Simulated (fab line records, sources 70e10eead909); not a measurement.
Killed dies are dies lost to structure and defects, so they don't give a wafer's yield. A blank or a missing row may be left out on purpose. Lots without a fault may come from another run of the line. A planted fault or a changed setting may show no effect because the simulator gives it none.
Which tool did it? | flow nand_harc | 24 lots, 72 wafers sampled, at 6 steps of a route of 1159

WHAT THE GAUGES READ, wafer by wafer
The record holds no reading of a measuring or inspecting step that can be judged against a usual standard deviation.

WHICH TOOL RAN EACH LOT (tool, then ch and the chambers of the sampled wafers, then the start)
lot  | NHARC_A_STAIRCASE_TRIM_222                    | NHARC_A_STAIRCASE_TRIM_229         | NHARC_A_STAIRCASE_STRIP_295                   | NHARC_A_STAIRCASE_ETCH_315                    | NHARC_A_STAIRCASE_ALD_415        | NHARC_A_STAIRCASE_ALD_420
L074 | rie_diel-07 ch 0,1,2, day 11 01:44 or earlier | rie_diel-01 ch 0,2,3, day 11 01:44 | rie_diel-07 ch 0,2,3, day 11 17:38 or earlier | rie_diel-07 ch 0,1,3, day 11 17:38 or earlier | ald_hk-03 ch 0,2,3, day 11 17:38 | ald_hk-03 ch 0,1,2, day 11 21:11
L075 | rie_diel-01 ch 0,2,3, day 11 19:11 or earlier | rie_diel-01 ch 0,1,3, day 11 19:11 | rie_diel-07 ch 1,2,3, day 12 13:11 or earlier | rie_diel-07 ch 1,3, day 12 13:11 or earlier   | ald_hk-03 ch 0,2,3, day 12 13:11 | ald_hk-01 ch 1,2,3, day 12 19:23
L077 | rie_diel-11 ch 0,1,2, day 11 19:23 or earlier | rie_diel-11 ch 0,1,3, day 11 19:23 | rie_diel-11 ch 0,2,3, day 12 12:46 or earlier | rie_diel-11 ch 1,3, day 12 12:46 or earlier   | ald_hk-04 ch 0,1,3, day 12 12:46 | ald_hk-04 ch 0,1,2, day 12 19:07
L079 | rie_diel-01 ch 0,2,3, day 11 23:22 or earlier | rie_diel-01 ch 0,2, day 11 23:22   | rie_diel-11 ch 2,3, day 12 18:27 or earlier   | rie_diel-01 ch 0,1, day 12 18:27 or earlier   | ald_hk-01 ch 0,1,3, day 12 18:27 | ald_hk-01 ch 1,3, day 13 00:02
L076 | rie_diel-07 ch 0,3, day 11 23:28 or earlier   | rie_diel-07 ch 2,3, day 11 23:28   | rie_diel-07 ch 0,3, day 12 14:58 or earlier   | rie_diel-01 ch 1,2,3, day 12 14:58 or earlier | ald_hk-04 ch 2,3, day 12 14:58   | ald_hk-03 ch 0,1, day 12 18:58
L078 | rie_diel-01 ch 1,2, day 12 04:28 or earlier   | rie_diel-01 ch 1,2,3, day 12 04:28 | rie_diel-11 ch 0,2,3, day 12 20:59 or earlier | rie_diel-07 ch 0,1, day 12 20:59 or earlier   | ald_hk-01 ch 0,1, day 12 20:59   | ald_hk-04 ch 0,3, day 13 02:51
L080 | rie_diel-07 ch 0,1,3, day 12 06:15 or earlier | rie_diel-01 ch 1,2,3, day 12 06:15 | rie_diel-01 ch 1,2,3, day 12 22:31 or earlier | rie_diel-07 ch 1,2,3, day 12 22:31 or earlier | ald_hk-01 ch 2,3, day 12 22:31   | ald_hk-01 ch 0,2,3, day 13 03:10
L082 | rie_diel-11 ch 0,2,3, day 13 06:18 or earlier | rie_diel-11 ch 0,1,2, day 13 06:18 | rie_diel-01 ch 1,2,3, day 14 00:22 or earlier | rie_diel-01 ch 1,2,3, day 14 00:22 or earlier | ald_hk-01 ch 0,1,3, day 14 00:22 | ald_hk-04 ch 1,2, day 14 07:56
L081 | rie_diel-11 ch 0,1,3, day 13 06:22 or earlier | rie_diel-07 ch 0,3, day 13 06:22   | rie_diel-11 ch 1,2,3, day 14 01:46 or earlier | rie_diel-11 ch 0,1, day 14 01:46 or earlier   | ald_hk-01 ch 0,1,3, day 14 01:46 | ald_hk-01 ch 2,3, day 14 08:30
L084 | rie_diel-01 ch 1,2,3, day 13 19:19 or earlier | rie_diel-07 ch 1,2, day 13 19:19   | rie_diel-11 ch 0,1, day 14 10:54 or earlier   | rie_diel-11 ch 0,1,2, day 14 10:54 or earlier | ald_hk-04 ch 2,3, day 14 10:54   | ald_hk-04 ch 1,2,3, day 14 16:40
L083 | rie_diel-11 ch 0,3, day 13 19:51 or earlier   | rie_diel-01 ch 1,2,3, day 13 19:51 | rie_diel-07 ch 1,2,3, day 14 10:41 or earlier | rie_diel-07 ch 0,1,2, day 14 10:41 or earlier | ald_hk-01 ch 1,2,3, day 14 10:41 | ald_hk-01 ch 0,1, day 14 16:53
L085 | rie_diel-11 ch 0,1,3, day 14 00:10 or earlier | rie_diel-01 ch 0,2,3, day 14 00:10 | rie_diel-11 ch 1,2,3, day 14 15:44 or earlier | rie_diel-01 ch 0,2,3, day 14 15:44 or earlier | ald_hk-01 ch 0,1,3, day 14 15:44 | ald_hk-01 ch 0,1,2, day 14 21:34
L086 | rie_diel-11 ch 1,2,3, day 14 22:53 or earlier | rie_diel-11 ch 1,2,3, day 14 22:53 | rie_diel-07 ch 1,3, day 15 13:50 or earlier   | rie_diel-07 ch 1,2,3, day 15 13:50 or earlier | ald_hk-01 ch 0,1,2, day 15 13:50 | ald_hk-01 ch 1,2,3, day 15 19:49
L087 | rie_diel-07 ch 0,1,2, day 14 23:07 or earlier | rie_diel-11 ch 0,1,3, day 14 23:07 | rie_diel-01 ch 0,2,3, day 15 14:55 or earlier | rie_diel-11 ch 0,1,3, day 15 14:55 or earlier | ald_hk-04 ch 0,2,3, day 15 14:55 | ald_hk-04 ch 0,1,3, day 15 19:50
L089 | rie_diel-11 ch 0,3, day 15 04:07 or earlier   | rie_diel-11 ch 0,2,3, day 15 04:07 | rie_diel-01 ch 0,2,3, day 15 21:06 or earlier | rie_diel-01 ch 1,2,3, day 15 21:06 or earlier | ald_hk-03 ch 1,2,3, day 15 21:06 | ald_hk-04 ch 0,1,3, day 16 03:13
L088 | rie_diel-07 ch 1,2, day 15 04:57 or earlier   | rie_diel-11 ch 2,3, day 15 04:57   | rie_diel-07 ch 0,2,3, day 15 21:20 or earlier | rie_diel-07 ch 2,3, day 15 21:20 or earlier   | ald_hk-01 ch 0,1, day 15 21:20   | ald_hk-01 ch 1,2,3, day 16 03:13
L090 | rie_diel-01 ch 0,2,3, day 15 13:43 or earlier | rie_diel-01 ch 0,2,3, day 15 13:43 | rie_diel-01 ch 0,2,3, day 16 11:35 or earlier | rie_diel-01 ch 0,2,3, day 16 11:35 or earlier | ald_hk-01 ch 0,1,2, day 16 11:35 | ald_hk-04 ch 0,1,2, day 16 19:09
L092 | rie_diel-07 ch 0,1,2, day 15 19:19 or earlier | rie_diel-01 ch 1,2, day 15 19:19   | rie_diel-07 ch 0,1,2, day 16 16:35 or earlier | rie_diel-01 ch 1,2,3, day 16 16:35 or earlier | ald_hk-03 ch 1,2,3, day 16 16:35 | ald_hk-04 ch 0,2,3, day 16 22:11
L091 | rie_diel-11 ch 1,2,3, day 15 21:10 or earlier | rie_diel-07 ch 1,2,3, day 15 21:10 | rie_diel-01 ch 0,1,2, day 16 17:35 or earlier | rie_diel-07 ch 0,2,3, day 16 17:35 or earlier | ald_hk-01 ch 1,2,3, day 16 17:35 | ald_hk-03 ch 0,1,2, day 16 22:11
L093 | rie_diel-11 ch 0,1,2, day 16 02:01 or earlier | rie_diel-11 ch 1,2,3, day 16 02:01 | rie_diel-01 ch 0,1, day 16 21:06 or earlier   | rie_diel-07 ch 1,2,3, day 16 21:06 or earlier | ald_hk-03 ch 0,1,2, day 16 21:06 | ald_hk-01 ch 0,1,2, day 17 02:43
L094 | rie_diel-07 ch 0,1,3, day 16 05:14 or earlier | rie_diel-01 ch 0,3, day 16 05:14   | rie_diel-01 ch 0,1, day 17 04:58 or earlier   | rie_diel-07 ch 0,3, day 17 04:58 or earlier   | ald_hk-03 ch 1,2,3, day 17 04:58 | ald_hk-04 ch 0,1,3, day 17 10:50
L095 | rie_diel-07 ch 0,1,3, day 16 09:37 or earlier | rie_diel-01 ch 0,1,3, day 16 09:37 | rie_diel-11 ch 0,2, day 17 04:38 or earlier   | rie_diel-01 ch 0,3, day 17 04:38 or earlier   | ald_hk-01 ch 0,1,3, day 17 04:38 | ald_hk-03 ch 0,2, day 17 11:00
L096 | rie_diel-01 ch 0,2,3, day 16 10:49 or earlier | rie_diel-07 ch 0,1,3, day 16 10:49 | rie_diel-07 ch 0,3, day 17 05:44 or earlier   | rie_diel-07 ch 0,1, day 17 05:44 or earlier   | ald_hk-04 ch 0,1, day 17 05:44   | ald_hk-01 ch 0,2,3, day 17 11:10
L097 | rie_diel-07 ch 0,1,3, day 16 14:38 or earlier | rie_diel-01 ch 0,2,3, day 16 14:38 | rie_diel-07 ch 0,1,3, day 17 07:49 or earlier | rie_diel-07 ch 0,1,2, day 17 07:49 or earlier | ald_hk-03 ch 1,2,3, day 17 07:49 | ald_hk-03 ch 0,1,3, day 17 13:59
- NHARC_A_STAIRCASE_TRIM_222: chemistry O2, time 211.2 s.
- NHARC_A_STAIRCASE_TRIM_229: chemistry O2, time 211.2 s.
- NHARC_A_STAIRCASE_STRIP_295: strips in O2.
- NHARC_A_STAIRCASE_ETCH_315: etches the open film in C4F8/O2/Ar, target depth 2500 nm, time 607.1 s.
- NHARC_A_STAIRCASE_ALD_415: deposits SiO2, target thk 30 nm, pulse time 6 s, ald cycles 300.
- NHARC_A_STAIRCASE_ALD_420: deposits SiO2, target thk 20 nm, pulse time 6 s, ald cycles 200.

WHAT THE TOOLS THEMSELVES READ (means of the sampled wafers that have a number; where no wafer has one, the mark that the record gives instead)
NHARC_A_STAIRCASE_TRIM_222. Usual: drypump_motor_current_A 5.7 A, standard deviation 0.58; oes_product_au 1.003 a.u., standard deviation 0.014; rf_vpp_V 57.6 V, standard deviation 0.82; showerhead_plenum_p_Torr 3.47 Torr, standard deviation 0.15; throttle_valve_pct 17.037 %, standard deviation 0.01.
lot  | tool        | drypump_motor_current_A (A) | oes_product_au (a.u.) | rf_vpp_V (V) | showerhead_plenum_p_Torr (Torr) | throttle_valve_pct (%) | flag
L074 | rie_diel-07 | 6.1                         | 1.012                 | 57.9         | 3.48                            | 17.044                 |
L075 | rie_diel-01 | 5.7                         | 1.009                 | 57.5         | 3.38                            | 17.034                 |
L077 | rie_diel-11 | 5.4                         | 0.995                 | 57.3         | 3.45                            | 17.040                 |
L079 | rie_diel-01 | 5.7                         | 1.011                 | 57.0         | 3.38                            | 17.033                 |
L076 | rie_diel-07 | 5.3                         | 1.009                 | 58.0         | 3.46                            | 17.041                 |
L078 | rie_diel-01 | 5.4                         | 1.021                 | 58.2         | 3.53                            | 17.040                 |
L080 | rie_diel-07 | 5.7                         | 1.002                 | 57.1         | 3.57                            | 17.033                 |
L082 | rie_diel-11 | 5.5                         | 0.997                 | 57.3         | 3.45                            | 17.038                 |
L081 | rie_diel-11 | 5.6                         | 0.996                 | 57.9         | 3.44                            | 17.035                 |
L084 | rie_diel-01 | 5.3                         | 1.016                 | 56.8         | 3.46                            | 17.037                 |
L083 | rie_diel-11 | 5.8                         | 0.992                 | 58.2         | 3.52                            | 17.047                 |
L085 | rie_diel-11 | 5.5                         | 1.008                 | 57.9         | 3.44                            | 17.036                 |
L086 | rie_diel-11 | 5.3                         | 1.009                 | 57.6         | 3.36                            | 17.033                 |
L087 | rie_diel-07 | 6.2                         | 1.008                 | 58.1         | 3.46                            | 17.046                 |
L089 | rie_diel-11 | 5.7                         | 1.005                 | 57.3         | 3.44                            | 17.039                 |
L088 | rie_diel-07 | 6.6                         | 1.000                 | 57.2         | 3.52                            | 17.034                 |
L090 | rie_diel-01 | 5.7                         | 1.002                 | 56.9         | 3.37                            | 17.037                 |
L092 | rie_diel-07 | 6.1                         | 1.000                 | 57.7         | 3.46                            | 17.030                 |
L091 | rie_diel-11 | 5.2                         | 1.005                 | 56.9         | 3.36                            | 17.033                 |
L093 | rie_diel-11 | 5.4                         | 0.995                 | 57.1         | 3.43                            | 17.034                 |
L094 | rie_diel-07 | 5.7                         | 1.006                 | 57.1         | 3.55                            | 17.045                 |
L095 | rie_diel-07 | 5.7                         | 1.003                 | 58.0         | 3.55                            | 17.036                 |
L096 | rie_diel-01 | 5.7                         | 1.009                 | 58.2         | 3.36                            | 17.043                 |
L097 | rie_diel-07 | 5.7                         | 1.001                 | 57.9         | 3.55                            | 17.032                 |

NHARC_A_STAIRCASE_TRIM_229. Usual: drypump_motor_current_A 5.6 A, standard deviation 0.61; oes_product_au 1.004 a.u., standard deviation 0.013; rf_vpp_V 57.5 V, standard deviation 0.81; showerhead_plenum_p_Torr 3.45 Torr, standard deviation 0.13; throttle_valve_pct 17.036 %, standard deviation 0.0083.
lot  | tool        | drypump_motor_current_A (A) | oes_product_au (a.u.) | rf_vpp_V (V) | showerhead_plenum_p_Torr (Torr) | throttle_valve_pct (%) | flag
L074 | rie_diel-01 | 5.7                         | 1.005                 | 57.0         | 3.38                            | 17.032                 |
L075 | rie_diel-01 | 5.6                         | 1.008                 | 57.4         | 3.45                            | 17.030                 |
L077 | rie_diel-11 | 5.5                         | 1.009                 | 57.8         | 3.45                            | 17.038                 |
L079 | rie_diel-01 | 6.0                         | 1.006                 | 57.8         | 3.37                            | 17.029                 |
L076 | rie_diel-07 | 6.3                         | 0.997                 | 58.0         | 3.58                            | 17.042                 |
L078 | rie_diel-01 | 5.3                         | 1.011                 | 57.5         | 3.47                            | 17.035                 |
L080 | rie_diel-01 | 5.3                         | 1.018                 | 56.9         | 3.47                            | 17.032                 |
L082 | rie_diel-11 | 5.4                         | 0.987                 | 57.6         | 3.44                            | 17.029                 |
L081 | rie_diel-07 | 5.4                         | 1.003                 | 58.2         | 3.61                            | 17.036                 |
L084 | rie_diel-07 | 6.5                         | 1.008                 | 57.5         | 3.59                            | 17.041                 |
L083 | rie_diel-01 | 5.3                         | 1.022                 | 56.8         | 3.46                            | 17.041                 |
L085 | rie_diel-01 | 5.8                         | 1.004                 | 57.5         | 3.37                            | 17.031                 |
L086 | rie_diel-11 | 5.2                         | 1.014                 | 57.9         | 3.36                            | 17.038                 |
L087 | rie_diel-11 | 5.5                         | 1.003                 | 57.6         | 3.43                            | 17.043                 |
L089 | rie_diel-11 | 5.5                         | 0.991                 | 57.4         | 3.44                            | 17.044                 |
L088 | rie_diel-11 | 5.2                         | 1.014                 | 56.6         | 3.37                            | 17.043                 |
L090 | rie_diel-01 | 5.7                         | 1.003                 | 57.3         | 3.37                            | 17.031                 |
L092 | rie_diel-01 | 5.5                         | 1.011                 | 57.3         | 3.46                            | 17.029                 |
L091 | rie_diel-07 | 6.2                         | 0.993                 | 57.8         | 3.62                            | 17.030                 |
L093 | rie_diel-11 | 5.2                         | 1.005                 | 56.4         | 3.35                            | 17.029                 |
L094 | rie_diel-01 | 6.0                         | 1.000                 | 57.6         | 3.34                            | 17.033                 |
L095 | rie_diel-01 | 5.6                         | 1.000                 | 57.3         | 3.43                            | 17.040                 |
L096 | rie_diel-07 | 5.7                         | 1.002                 | 58.1         | 3.55                            | 17.038                 |
L097 | rie_diel-01 | 5.7                         | 1.001                 | 57.9         | 3.36                            | 17.039                 |

NHARC_A_STAIRCASE_STRIP_295. Usual: drypump_motor_current_A 5.7 A, standard deviation 0.59; oes_product_au 1.002 a.u., standard deviation 0.013; rf_vpp_V 57.7 V, standard deviation 0.81; showerhead_plenum_p_Torr 3.47 Torr, standard deviation 0.15; throttle_valve_pct 17.036 %, standard deviation 0.0092.
lot  | tool        | drypump_motor_current_A (A) | oes_product_au (a.u.) | rf_vpp_V (V) | showerhead_plenum_p_Torr (Torr) | throttle_valve_pct (%) | flag
L074 | rie_diel-07 | 5.8                         | 0.998                 | 57.9         | 3.52                            | 17.026                 |
L075 | rie_diel-07 | 6.1                         | 1.007                 | 57.5         | 3.63                            | 17.033                 |
L077 | rie_diel-11 | 5.5                         | 1.000                 | 57.5         | 3.46                            | 17.023                 |
L079 | rie_diel-11 | 5.3                         | 1.001                 | 57.2         | 3.38                            | 17.039                 |
L076 | rie_diel-07 | 5.4                         | 1.008                 | 57.9         | 3.61                            | 17.044                 |
L078 | rie_diel-11 | 5.5                         | 0.995                 | 57.5         | 3.46                            | 17.042                 |
L080 | rie_diel-01 | 5.3                         | 1.012                 | 57.6         | 3.47                            | 17.036                 |
L082 | rie_diel-01 | 5.3                         | 1.016                 | 57.5         | 3.47                            | 17.037                 |
L081 | rie_diel-11 | 5.2                         | 0.996                 | 58.0         | 3.37                            | 17.038                 |
L084 | rie_diel-11 | 5.4                         | 1.001                 | 57.2         | 3.43                            | 17.032                 |
L083 | rie_diel-07 | 6.2                         | 1.005                 | 57.7         | 3.63                            | 17.038                 |
L085 | rie_diel-11 | 5.2                         | 1.000                 | 56.3         | 3.36                            | 17.048                 |
L086 | rie_diel-07 | 5.7                         | 1.002                 | 57.4         | 3.72                            | 17.032                 |
L087 | rie_diel-01 | 5.7                         | 1.002                 | 57.7         | 3.37                            | 17.029                 |
L089 | rie_diel-01 | 5.7                         | 1.004                 | 57.7         | 3.37                            | 17.029                 |
L088 | rie_diel-07 | 5.8                         | 1.003                 | 57.4         | 3.51                            | 17.040                 |
L090 | rie_diel-01 | 5.7                         | 1.002                 | 58.0         | 3.37                            | 17.027                 |
L092 | rie_diel-07 | 6.2                         | 1.006                 | 57.2         | 3.46                            | 17.039                 |
L091 | rie_diel-01 | 5.8                         | 1.013                 | 57.6         | 3.42                            | 17.046                 |
L093 | rie_diel-01 | 6.2                         | 1.003                 | 57.9         | 3.39                            | 17.036                 |
L094 | rie_diel-01 | 5.7                         | 1.004                 | 57.5         | 3.49                            | 17.032                 |
L095 | rie_diel-11 | 5.7                         | 0.994                 | 57.1         | 3.51                            | 17.037                 |
L096 | rie_diel-07 | 5.3                         | 1.011                 | 58.2         | 3.44                            | 17.034                 |
L097 | rie_diel-07 | 5.7                         | 1.001                 | 58.0         | 3.55                            | 17.041                 |

NHARC_A_STAIRCASE_ETCH_315. Usual: oes_product_au 0.934 a.u., standard deviation 0.013; rf_vpp_V 1823 V, standard deviation 12.
lot  | tool        | oes_product_au (a.u.) | rf_vpp_V (V) | flag
L074 | rie_diel-07 | 0.938                 | 1830         |
L075 | rie_diel-07 | 0.935                 | 1841         |
L077 | rie_diel-11 | 0.930                 | 1814         |
L079 | rie_diel-01 | 0.936                 | 1826         |
L076 | rie_diel-01 | 0.945                 | 1821         |
L078 | rie_diel-07 | 0.948                 | 1818         |
L080 | rie_diel-07 | 0.938                 | 1834         |
L082 | rie_diel-01 | 0.948                 | 1823         |
L081 | rie_diel-11 | 0.920                 | 1819         |
L084 | rie_diel-11 | 0.922                 | 1820         |
L083 | rie_diel-07 | 0.932                 | 1823         |
L085 | rie_diel-01 | 0.943                 | 1816         |
L086 | rie_diel-07 | 0.930                 | 1833         |
L087 | rie_diel-11 | 0.926                 | 1819         |
L089 | rie_diel-01 | 0.929                 | 1822         |
L088 | rie_diel-07 | 0.913                 | 1830         |
L090 | rie_diel-01 | 0.931                 | 1814         |
L092 | rie_diel-01 | 0.929                 | 1822         |
L091 | rie_diel-07 | 0.932                 | 1824         |
L093 | rie_diel-07 | 0.933                 | 1833         |
L094 | rie_diel-07 | 0.929                 | 1831         |
L095 | rie_diel-01 | 0.934                 | 1815         |
L096 | rie_diel-07 | 0.941                 | 1825         |
L097 | rie_diel-07 | 0.937                 | 1821         |

NHARC_A_STAIRCASE_ALD_415. Usual: heater_power_w 472 W, standard deviation 57; precursor_pulse_height_rel 0.999, standard deviation 0.021.
lot  | tool      | heater_power_w (W) | precursor_pulse_height_rel | flag
L074 | ald_hk-03 | 516                | 1.007                      |
L075 | ald_hk-03 | 517                | 0.979                      |
L077 | ald_hk-04 | 487                | 1.010                      |
L079 | ald_hk-01 | 449                | 0.995                      |
L076 | ald_hk-04 | 515                | 0.994                      |
L078 | ald_hk-01 | 418                | 0.996                      |
L080 | ald_hk-01 | 434                | 1.020                      |
L082 | ald_hk-01 | 457                | 1.013                      |
L081 | ald_hk-01 | 455                | 0.997                      |
L084 | ald_hk-04 | 509                | 0.988                      |
L083 | ald_hk-01 | 418                | 1.009                      |
L085 | ald_hk-01 | 458                | 1.000                      |
L086 | ald_hk-01 | 444                | 0.985                      |
L087 | ald_hk-04 | 490                | 1.000                      |
L089 | ald_hk-03 | 455                | 0.991                      |
L088 | ald_hk-01 | 433                | 1.005                      |
L090 | ald_hk-01 | 451                | 0.991                      |
L092 | ald_hk-03 | 463                | 0.974                      |
L091 | ald_hk-01 | 426                | 1.008                      |
L093 | ald_hk-03 | 504                | 0.994                      |
L094 | ald_hk-03 | 468                | 1.011                      |
L095 | ald_hk-01 | 457                | 1.005                      |
L096 | ald_hk-04 | 434                | 0.988                      |
L097 | ald_hk-03 | 469                | 0.990                      |

NHARC_A_STAIRCASE_ALD_420. Usual: heater_power_w 471 W, standard deviation 59; precursor_pulse_height_rel 0.999, standard deviation 0.019.
lot  | tool      | heater_power_w (W) | precursor_pulse_height_rel | flag
L074 | ald_hk-03 | 499                | 0.979                      |
L075 | ald_hk-01 | 419                | 0.999                      |
L077 | ald_hk-04 | 460                | 0.986                      |
L079 | ald_hk-01 | 406                | 1.023                      |
L076 | ald_hk-03 | 546                | 1.021                      |
L078 | ald_hk-04 | 531                | 1.013                      |
L080 | ald_hk-01 | 465                | 0.990                      |
L082 | ald_hk-04 | 463                | 1.011                      |
L081 | ald_hk-01 | 443                | 1.006                      |
L084 | ald_hk-04 | 504                | 0.996                      |
L083 | ald_hk-01 | 485                | 1.015                      |
L085 | ald_hk-01 | 452                | 0.998                      |
L086 | ald_hk-01 | 427                | 0.989                      |
L087 | ald_hk-04 | 487                | 1.017                      |
L089 | ald_hk-04 | 486                | 0.988                      |
L088 | ald_hk-01 | 424                | 0.995                      |
L090 | ald_hk-04 | 443                | 1.000                      |
L092 | ald_hk-04 | 478                | 1.001                      |
L091 | ald_hk-03 | 499                | 1.008                      |
L093 | ald_hk-01 | 449                | 0.988                      |
L094 | ald_hk-04 | 485                | 1.006                      |
L095 | ald_hk-03 | 539                | 0.971                      |
L096 | ald_hk-01 | 470                | 0.997                      |
L097 | ald_hk-03 | 505                | 0.991                      |

THE ANSWER, worked out from the rows above alone
Rule: a lot is off if the mean of its wafers that have a number lies more than 3 standard deviations from the usual mean. A lot without any number at a reading at which 4 lots or more have one is off too. The other lots that the step has rows for count as sound. The gauges are gone through in route order, then the tools' own readings, and for those a lot's mean is taken as printed above. The first step at which some lot is off is used, and at that step the reading that is off furthest; a lot without a number counts as furthest.
No lot is off at any reading shown: from this, nothing can be told.

WHAT THE SIMULATOR HAD PUT IN
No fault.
